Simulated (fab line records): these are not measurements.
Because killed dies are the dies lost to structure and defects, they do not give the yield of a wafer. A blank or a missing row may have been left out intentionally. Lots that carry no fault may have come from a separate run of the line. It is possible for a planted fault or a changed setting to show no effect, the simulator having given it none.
Matching of chambers + flow nandHarc + 4 sister chambers for NHARC_P_M2_DESCUM_14 on rieDiel-06
The step chemistry O2, time 3 s. 8 wafers are shown with their chamber, then 12 later ones without.

## WAFERS WITH THEIR CHAMBER
| wafer  | chamber | drypumpMotorCurrentA (A) | oesProductAu (a.u.) |
|--------|---------|--------------------------|---------------------|
| L086.6 | 0       | 6.7                      | 0.981               |
| L087.1 | 3       | 5.4                      | 0.992               |
| L087.5 | 0       | 6.7                      | 0.982               |
| L088.1 | 1       | 5.5                      | 0.986               |
| L088.5 | 3       | 5.4                      | 1.008               |
| L090.1 | 2       | 6.6                      | 1.005               |
| L090.4 | 1       | 5.4                      | 0.989               |
| L090.6 | 2       | 6.6                      | 1.008               |

## WAFERS WITH NO CHAMBER GIVEN
| wafer  | drypumpMotorCurrentA (A) | oesProductAu (a.u.) |
|--------|--------------------------|---------------------|
| L091.1 | 5.5                      | 0.971               |
| L091.2 | 5.4                      | 1.008               |
| L091.3 | 6.7                      | 0.996               |
| L092.1 | 5.5                      | 0.997               |
| L092.2 | 6.6                      | 0.998               |
| L092.6 | 6.7                      | 0.999               |
| L096.1 | 6.6                      | 1.000               |
| L096.2 | 5.4                      | 1.025               |
| L096.6 | 5.4                      | 0.983               |
| L097.3 | 5.5                      | 0.980               |
| L097.4 | 6.6                      | 0.985               |
| L097.6 | 5.4                      | 1.006               |

## WHICH CHAMBER EACH ONE RAN IN
| wafer  | from the rows above     | in truth |
|--------|-------------------------|----------|
| L091.1 | 1                       | 1        |
| L091.2 | 3                       | 3        |
| L091.3 | can't be placed: 0 or 2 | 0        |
| L092.1 | can't be placed: 1 or 3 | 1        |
| L092.2 | 2                       | 2        |
| L092.6 | can't be placed: 0 or 2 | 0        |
| L096.1 | 2                       | 2        |
| L096.2 | 3                       | 3        |
| L096.6 | can't be placed: 1 or 3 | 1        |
| L097.3 | 1                       | 1        |
| L097.4 | can't be placed: 0 or 2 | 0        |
| L097.6 | 3                       | 3        |
Correctly placed: 7 of 12. Unplaceable from these rows: 5, with the true chamber sitting among the candidates in 5. Wrongly placed: 0.
How it was worked out, from the rows above alone: a wafer's distance from a chamber is the root of the sum, over the readings, of the square of ((its reading less the chamber's mean) divided by the reading's scatter). The wafer belongs to the nearest chamber; if the next one is less than 2 further off, it can't be placed. For every chamber, the mean is computed from those of its wafers that are shown. How the scatter is found: for the shown wafers, subtract from each reading the mean of its chamber, square and add these, divide the total by (wafers less chambers), then take the root.
